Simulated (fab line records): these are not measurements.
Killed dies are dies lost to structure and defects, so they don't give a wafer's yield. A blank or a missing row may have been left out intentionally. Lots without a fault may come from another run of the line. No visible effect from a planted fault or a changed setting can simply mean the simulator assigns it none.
Which of the tools did it?    flow n5Finfet    12 lots, 36 wafers sampled, at 1 step of a route of 1938

== WHAT THE GAUGES SHOWED, per wafer ==
N5_WELL_APT_INSPECT_27: inspects for defects (macro).
lot   measured     on                rawDefectCount
L075  day 1 20:52  defectInspect-01  1 4 1
L077  day 2 08:44  defectInspect-02  4 3 1
L079  day 2 20:45  defectInspect-01  1 2 1
L081  day 3 08:52  defectInspect-02  3 1 0
L083  day 3 20:52  defectInspect-02  2 2 2
L085  day 4 08:59  defectInspect-02  1 2 1
L087  day 4 21:08  defectInspect-02  4 1 2
L089  day 5 09:05  defectInspect-01  2 1 1
L091  day 5 21:03  defectInspect-01  0 3 2
L093  day 6 09:07  defectInspect-02  3 1 1
L095  day 6 20:54  defectInspect-02  1 2 3
L097  day 7 08:52  defectInspect-02  3 5 3

== WHICH TOOL RAN EACH LOT (tool, then ch and the chambers of the sampled wafers, then the start) ==
The record holds no process step before these readings.

== THE ANSWER, worked out from the rows above alone ==
Rule: what is usual is taken from the lots themselves. The widest of any qualifying gaps counts: lots, ordered by their means at a reading, are off when they make up no more than a third of the lots, leave a main group of 4 or more, and stand apart from it by 3 or more times the standard deviation of that group's means. Not used: any main group whose means are identical at the precision the tables above print for the reading. Also off: a lot with no number at a reading for which 4 or more lots have one. The other lots that the step has rows for count as sound.
None of the lots is off at any reading shown; this tells nothing.

== WHAT HAD BEEN PUT IN BY THE SIMULATOR ==
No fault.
